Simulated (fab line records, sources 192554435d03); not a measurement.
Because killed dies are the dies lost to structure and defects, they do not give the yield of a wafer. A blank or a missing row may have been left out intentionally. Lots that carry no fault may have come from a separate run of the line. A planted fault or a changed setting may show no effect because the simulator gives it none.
Split-lot study -- flow n5_finfet -- 7 lots, 21 wafers read, on a route of 1938 steps

== SPLIT DETAILS ==
At N5_BEOL_M1_TRENCH_ETCH_37 (etches SiOC in C4F6/O2, target depth 55.207 nm, time 29 s), the setting bias_w was moved away from the recipe's 185 W on 7 of the 21 wafers read, by -15.4% to +15.3%. For the rest of the wafers, this setting stayed at what the recipe calls for.

The reading comes from the split's own step.

== THE READING ==
rf_vpp_V, in V, at N5_BEOL_M1_TRENCH_ETCH_37 (etches SiOC in C4F6/O2, target depth 55.207 nm, time 29 s). Typical for fault-free wafers on this fab line: 662 V, with standard deviation 10 V.

wafer,"tool, chamber at the split","bias_w as run, W",against the recipe,"rf_vpp_V, V",against lot-mates on the recipe
L076.2,"rie_diel-01, 3",162.7,-12.1%,590,-70
L076.3,"rie_diel-01, 2",185,recipe,656,-
L076.4,"rie_diel-01, 0",185,recipe,663,-
L081.2,"rie_diel-02, 0",185,recipe,664,-
L081.4,"rie_diel-02, 1",169.4,-8.4%,621,-43
L081.5,"rie_diel-02, 3",169.4,-8.4%,620,-44
L080.1,"rie_diel-01, 1",185,recipe,671,-
L080.4,"rie_diel-01, 2",185,recipe,655,-
L080.6,"rie_diel-01, 3",185,recipe,655,-
L082.1,"rie_diel-03, 1",156.6,-15.4%,562,-121
L082.2,"rie_diel-03, 3",185,recipe,683,-
L082.6,"rie_diel-03, 2",156.6,-15.4%,600,-83
L088.2,"rie_diel-01, 3",185,recipe,654,-
L088.5,"rie_diel-01, 2",185,recipe,655,-
L088.6,"rie_diel-01, 1",196.4,+6.2%,702,+48
L095.2,"rie_diel-03, 0",185,recipe,647,-
L095.3,"rie_diel-03, 3",185,recipe,683,-
L095.4,"rie_diel-03, 2",185,recipe,684,-
L097.2,"rie_diel-01, 0",213.3,+15.3%,742,+76
L097.4,"rie_diel-01, 1",185,recipe,671,-
L097.5,"rie_diel-01, 0",185,recipe,662,-

FIT RESULTS
A straight line over all 21 wafers: rf_vpp_V changes by +5.44 V for each +1% of bias_w; r = +0.95; the points scatter about the line by 12 V.
The same after taking each lot's own level away (the mean of its wafers on the recipe; 21 wafers): +5.95 V for each +1%; r = +0.96; scatter 12 V.
Per that fit: largest bias_w move, reading shift of 91 V.
Across the lots, their own levels run from 654.5 to 683.0 V, a range of 2.9 times the standard deviation given above.
The two slopes agree, so the slope changes little with the lot-to-lot level.
Check: -82.7 V against its lot-mates is what the line predicts for one of the wafers moved furthest among these (-15.4%) when that wafer is left out of the fit. It came out at -121 V against them.
Tool readings at the split's step, against how far the setting was moved: rf_vpp_V r = +0.95.

== ADDITIONAL SPLITS CARRIED BY THESE WAFERS ==
Other splits were also applied to these wafers ahead of the reading. Each is held against what the fit with the lots' levels taken away leaves over:
other split on the same wafers,wafers away from the commonest value,r with rf_vpp_V (lot level and that fit taken away)
N5_BEOL_M1_COAT_61 spin_rpm,7,-0.22
N5_BEOL_M1_COAT_05 spin_rpm,7,-0.13
N5_BEOL_M1_VIA_ETCH_34 time_s,5,+0.12

== FILE'S OWN FIT ==
rf_vpp_V changes by +5.84 V for each +1% of bias_w, r = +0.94.
